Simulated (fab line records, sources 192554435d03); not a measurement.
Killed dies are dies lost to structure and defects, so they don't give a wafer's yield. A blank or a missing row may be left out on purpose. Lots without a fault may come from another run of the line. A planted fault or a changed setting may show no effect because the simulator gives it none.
Split-lot experiment | flow n5_finfet | 7 lots, 21 wafers read, on a route of 1938 steps

THE SPLIT
At N5_GATE_CUT_COAT_27 (time 60 s, resist thk 10 nm), the setting spin_rpm was moved away from the recipe's 1500 rpm on 8 of the 21 wafers read, by -6.5% to +8.3%. The other wafers ran this setting at the recipe's value.

FROM THE SPLIT TO THE READING: what the file shows between them, 3 steps
- N5_GATE_CUT_COAT_07: resist thk 30 nm
- N5_GATE_CUT_EBR_09
- N5_GATE_CUT_DESCUM_18: chemistry O2, time 7 s

THE READING
etch.depth_nm (the simulator's own value, which no gauge read), in nm, at N5_GATE_CUT_ETCH_28 (etches underlayer in N2/H2, target depth 13 nm, time 10.4 s). The file gives no usual value for it. The 13 wafers here that ran the recipe average 9.964 nm, standard deviation 0.03 nm.

wafer  | tool, chamber at the split | spin_rpm as run, rpm | against the recipe | etch.depth_nm, nm | against lot-mates on the recipe
L074.1 | litho_track-03, 0          | 1617                 | +7.8%              | 9.608             | -0.382
L074.2 | litho_track-03, 0          | 1617                 | +7.8%              | 9.594             | -0.396
L074.5 | litho_track-03, 0          | 1500                 | recipe             | 9.99              | -
L081.1 | litho_track-04, 0          | 1500                 | recipe             | 9.933             | -
L081.5 | litho_track-04, 0          | 1500                 | recipe             | 9.923             | -
L081.6 | litho_track-04, 0          | 1500                 | recipe             | 9.912             | -
L089.3 | litho_track-04, 0          | 1500                 | recipe             | 9.939             | -
L089.5 | litho_track-04, 0          | 1402                 | -6.5%              | 10.3              | +0.361
L089.6 | litho_track-04, 0          | 1402                 | -6.5%              | 10.3              | +0.361
L090.1 | litho_track-05, 0          | 1500                 | recipe             | 9.979             | -
L090.2 | litho_track-05, 0          | 1450                 | -3.3%              | 10.17             | +0.190
L090.4 | litho_track-05, 0          | 1500                 | recipe             | 9.981             | -
L091.2 | litho_track-04, 0          | 1500                 | recipe             | 9.947             | -
L091.3 | litho_track-04, 0          | 1500                 | recipe             | 9.958             | -
L091.4 | litho_track-04, 0          | 1500                 | recipe             | 9.984             | -
L093.1 | litho_track-03, 0          | 1421                 | -5.3%              | 10.26             | +0.271
L093.3 | litho_track-03, 0          | 1500                 | recipe             | 9.983             | -
L093.4 | litho_track-03, 0          | 1500                 | recipe             | 9.996             | -
L096.2 | litho_track-05, 0          | 1625                 | +8.3%              | 9.627             | -0.383
L096.3 | litho_track-05, 0          | 1500                 | recipe             | 10.01             | -
L096.5 | litho_track-05, 0          | 1625                 | +8.3%              | 9.6               | -0.410

THE FIT
A straight line over all 21 wafers: etch.depth_nm changes by -0.0475 nm for each +1% of spin_rpm; r = -0.99; the points scatter about the line by 0.031 nm.
The same after taking each lot's own level away (the mean of its wafers on the recipe; 21 wafers): -0.0507 nm for each +1%; r = -1.00; scatter 0.015 nm.
On that fit, the largest move of spin_rpm shifts the reading by 0.42 nm.
The lots' own levels span 9.9227 to 10.0100 nm, that is 3.0 times the standard deviation above.
So the lot-to-lot level changes the slope little: the two slopes agree.
Check: with one of the wafers moved furthest among these (+8.3%) left out of the fit, the line predicts -0.424 nm for it against its lot-mates. It came out at -0.383 nm against them.

THE WHOLE CHAIN: every reading that the file lists as answering this split, in the file's order
step                | what it does                                                | reading                                                                                | change (the file's fit)                | r (the file's)
N5_GATE_CUT_COAT_27 | time 60 s, resist thk 10 nm                                 | underlayer_of_GATE_CUT_COAT_27.thk_nm (the simulator's own value, which no gauge read) | -0.0448 nm for each +1% of the setting | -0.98
N5_GATE_CUT_ETCH_28 | etches underlayer in N2/H2, target depth 13 nm, time 10.4 s | etch.depth_nm (the simulator's own value, which no gauge read)                         | -0.0506 nm for each +1% of the setting | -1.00

THE FILE'S OWN FIT
etch.depth_nm changes by -0.0506 nm for each +1% of spin_rpm, r = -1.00.
